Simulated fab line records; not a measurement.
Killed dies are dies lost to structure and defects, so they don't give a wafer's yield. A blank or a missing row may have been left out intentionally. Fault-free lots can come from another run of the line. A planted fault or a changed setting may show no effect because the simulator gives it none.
Which tool is to blame?    flow nand harc    30 wafers from 10 lots sampled at 5 of the route's 1302 steps

== WHAT THE GAUGES SHOWED, per wafer ==
NHARC_P_M0_CD_MEAS_09: the cd target is 90 nm.
lot   measured      on         cd nm (nm)
L972  day 5 22:11   cd sem-02  90.3 90.9 91.3
L977  day 8 06:32   cd sem-01  90.4 90.1 90.0
L981  day 9 16:10   cd sem-01  117.4 118.5 118.2
L982  day 10 13:35  cd sem-01  89.6 90.9 90.7
L983  day 10 17:53  cd sem-03  114.6 114.5 114.6
L987  day 12 02:50  cd sem-02  89.7 90.6 89.9
L988  day 13 03:51  cd sem-02  90.4 91.0 90.3
L990  day 13 19:05  cd sem-03  89.3 88.7 89.5
L991  day 14 07:00  cd sem-01  90.5 89.5 90.3
L995  day 15 14:04  cd sem-03  89.5 89.8 89.3

== WHAT TOOL EACH LOT RAN ON (gives the tool, then ch and the chambers of the sampled wafers, and finally the start) ==
lot   NHARC_P_CONTACT_ETCH_35             NHARC_P_CONTACT_CVD_23                    NHARC_P_CONTACT_CMP_24         NHARC_P_M0_EXPOSE_06
L972  rie diel-11 ch 2,3, day 5 18:09     cvd w-01 ch 0,1, day 5 20:52 or earlier   cmp-04 ch 0,1,3, day 5 20:52   arfi scanner-02 ch 0, day 5 22:02
L977  rie diel-10 ch 1,2,3, day 8 02:39   cvd w-02 ch 0,1, day 8 05:14 or earlier   cmp-04 ch 0,3, day 8 05:14     arfi scanner-01 ch 0, day 8 06:24
L981  rie diel-10 ch 0,1,3, day 9 11:44   cvd w-02 ch 1, day 9 15:01 or earlier     cmp-03 ch 1,2, day 9 15:01     arfi scanner-03 ch 0, day 9 16:02
L982  rie diel-10 ch 1,2,3, day 10 09:46  cvd w-02 ch 0,1, day 10 12:24 or earlier  cmp-04 ch 0,1,2, day 10 12:24  arfi scanner-01 ch 0, day 10 13:28
L983  rie diel-06 ch 0,1,3, day 10 13:58  cvd w-01 ch 0,1, day 10 16:35 or earlier  cmp-03 ch 0,2,3, day 10 16:35  arfi scanner-03 ch 0, day 10 17:45
L987  rie diel-10 ch 1,2, day 11 22:55    cvd w-02 ch 0,1, day 12 01:35 or earlier  cmp-02 ch 0,1,3, day 12 01:35  arfi scanner-02 ch 0, day 12 02:42
L988  rie diel-10 ch 1,3, day 12 23:56    cvd w-02 ch 0,1, day 13 02:32 or earlier  cmp-04 ch 1,2, day 13 02:32    arfi scanner-01 ch 0, day 13 03:43
L990  rie diel-11 ch 0,2,3, day 13 15:11  cvd w-02 ch 0,1, day 13 17:50 or earlier  cmp-03 ch 0,1,2, day 13 17:50  arfi scanner-02 ch 0, day 13 18:56
L991  rie diel-11 ch 1,2,3, day 14 03:07  cvd w-02 ch 0,1, day 14 05:42 or earlier  cmp-02 ch 1,2,3, day 14 05:42  arfi scanner-01 ch 0, day 14 06:52
L995  rie diel-11 ch 1,2, day 15 10:08    cvd w-02 ch 0,1, day 15 12:51 or earlier  cmp-03 ch 0,1,2, day 15 12:51  arfi scanner-02 ch 0, day 15 13:56
- NHARC_P_CONTACT_ETCH_35: etches the open film in CF4, target depth 39 nm, time 65 s.
- NHARC_P_CONTACT_CVD_23: deposits W, target thk 200 nm, time 557 s.
- NHARC_P_CONTACT_CMP_24: polishes, t overpolish 30 s, target thk 200 nm.
- NHARC_P_M0_EXPOSE_06: exposes mask P M0, target cd 90 nm.

== THE ANSWER, worked out from the rows above alone ==
Rule: usual is defined by the lots themselves. Put in order of their means at a reading, lots are off if they are a third of the lots or fewer, leave a main group of 4 or more, and stand apart from it by a gap of 3 or more times the standard deviation of the main group's means; of several such gaps the widest counts. The tables above print the reading to a certain number of digits; a main group whose means all agree to those digits is not used. A lot without any number at a reading at which 4 lots or more have one is off too. All remaining lots with rows at the step are treated as sound.
Off: L981, L983 (NHARC_P_M0_CD_MEAS_09, cd nm). The main group: mean 90.1 nm, standard deviation 0.51.
If a tool, at a process step before that reading, ran all the lots that are off and no sound lot after the first of them, it fits. The gauges at NHARC_P_M0_CD_MEAS_09 are tried like those tools. Because NHARC_P_CONTACT_CVD_23 lacks a start for some lots, the hours and order of its lots are taken from NHARC_P_CONTACT_CMP_24. One fits: arfi scanner-03 at NHARC_P_M0_EXPOSE_06. It ran no sound lot before its first lot that is off in this sample, so the start can't be narrowed down.

== WHAT HAD BEEN PUT IN BY THE SIMULATOR ==
Drift in process parameters on arfi scanner-03 at NHARC_P_M0_EXPOSE_06, starting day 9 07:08. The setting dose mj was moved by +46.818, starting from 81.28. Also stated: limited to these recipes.
Shown lots that were struck: L981, L983. The rule above found the same.
